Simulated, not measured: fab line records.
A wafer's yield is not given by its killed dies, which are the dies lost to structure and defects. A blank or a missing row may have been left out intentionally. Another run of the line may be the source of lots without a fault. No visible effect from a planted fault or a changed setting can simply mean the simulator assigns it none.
Chamber matching -- flow nand harc -- NHARC_P_M0_STRIP_18 on rie diel-10 has 4 sister chambers
The step strips in N2/H2. 8 wafers are shown with their chamber, then 10 later ones without.

EACH WAFER AND ITS CHAMBER
wafer,chamber,showerhead plenum p Torr (Torr),rf vpp V (V)
L080.3,3,1.97,89.8
L080.6,1,2.08,90.9
L085.1,0,2.02,91.2
L085.3,1,2.08,92.0
L091.3,0,2.02,90.0
L091.6,3,1.96,90.6
L095.1,2,2.02,89.0
L095.4,2,2.02,91.2

WAFERS WITHOUT THEIR CHAMBER
wafer,showerhead plenum p Torr (Torr),rf vpp V (V)
L095.5,1.96,89.9
L095.2,1.96,90.9
L095.3,2.02,89.6
L095.6,2.02,90.6
L096.1,2.02,89.3
L096.2,2.02,90.1
L096.3,1.96,90.8
L097.2,2.02,90.6
L097.3,2.08,89.5
L097.6,2.08,90.8

THE CHAMBER EACH PASSED THROUGH
wafer,from the rows above,in truth
L095.5,3,3
L095.2,3,3
L095.3,can't be placed: 2 or 0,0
L095.6,can't be placed: 0 or 2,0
L096.1,can't be placed: 2 or 0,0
L096.2,can't be placed: 2 or 0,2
L096.3,3,3
L097.2,can't be placed: 0 or 2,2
L097.3,1,1
L097.6,1,1
5 of 10 placed correctly. Cannot be placed on the basis of these rows: 5; the candidates contain the true chamber in 5. Placed wrongly: 0.
How it was worked out, from the rows above alone: a wafer's distance from a chamber is the root of the sum, over the readings, of the square of ((its reading less the chamber's mean) divided by the reading's scatter). If the next closest chamber is less than 2 further off than the closest, the wafer can't be placed; otherwise it belongs to the closest. For every chamber, the mean is computed from those of its wafers that are shown. The scatter is the square root of a quotient: the sum, over the shown wafers, of each reading's squared deviation from its chamber's mean, divided by wafers minus chambers.
